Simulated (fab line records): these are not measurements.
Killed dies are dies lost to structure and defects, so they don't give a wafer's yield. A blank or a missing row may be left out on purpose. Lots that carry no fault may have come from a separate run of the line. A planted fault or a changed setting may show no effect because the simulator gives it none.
The same fault as seen by 2 desks    flow n5-finfet    every desk sees just its own numbers, and what lay behind them comes last

## AT THE TOOL OWNER'S DESK: rie-diel-02
The tool's own readings at N5_BEOL_M0_ETCH_128 (etches SiCN in CF4/N2, target depth 12 nm, overetch 5.1 nm, time 21.4 s): means of the sampled wafers that have a number, for each lot that ran on this tool. Any lot whose mean is over 4 standard deviations away from the usual mean is out of limits and marked OUT; that distance is given in the brackets.
Columns: A = drypump-motor-current-A at N5_BEOL_M0_ETCH_128, usual 5.5 A; B = oes-product-au at N5_BEOL_M0_ETCH_128, usual 0.56 a.u.; C = rf-vpp-V at N5_BEOL_M0_ETCH_128, usual 382.5 V; D = showerhead-plenum-p-Torr at N5_BEOL_M0_ETCH_128, usual 2.22 Torr; E = throttle-valve-pct at N5_BEOL_M0_ETCH_128, usual 15.42 %
lot   first seen here  A    B     C      D     E
L158  day 6 12:31      5.7  0.61  381.0  2.18  15.34
L160  day 7 03:05      5.5  0.60  382.4  2.21  15.36
L163  day 7 19:50      5.8  0.57  380.8  2.17  15.41
L178  day 11 15:42     5.7  0.57  381.5  2.17  15.45
This desk's verdict: no lot among the 4 shows anything out of limits.

## METROLOGY DESK
What the gauges read, lot by lot, whatever tool the lot ran on: means of the sampled wafers that have a number. Any lot whose mean is over 4 standard deviations away from the usual mean is out of limits and marked OUT; that distance is given in the brackets.
Columns: A = cd-nm at N5_PASSIVATION_CD_MEAS_44, usual 40001 nm; B = PASS_OPEN_OVL at N5_PASSIVATION_OVL_MEAS_66, usual -5 nm
lot   first seen here  A      B
L156  day 12 06:37     39999  -4
L158  day 12 16:06     39997  -6
L159  day 13 00:08     40005  -4
L160  day 13 17:47     39998  -1
L163  day 14 02:40     39997  -4
L164  day 14 03:41     40000  -4
L168  day 16 04:47     39999  -4
L173  day 16 15:46     40001  -5
L174  day 17 03:18     39999  -2
L177  day 17 22:04     39998  5
L178  day 17 23:47     40005  -9
This desk's verdict: no lot among the 11 shows anything out of limits.

## TAKEN TOGETHER
The desk of the tool owner found nothing out of limits.
From the metrology desk's view, nothing was out of limits.

## WHAT THE SIMULATOR PUT IN
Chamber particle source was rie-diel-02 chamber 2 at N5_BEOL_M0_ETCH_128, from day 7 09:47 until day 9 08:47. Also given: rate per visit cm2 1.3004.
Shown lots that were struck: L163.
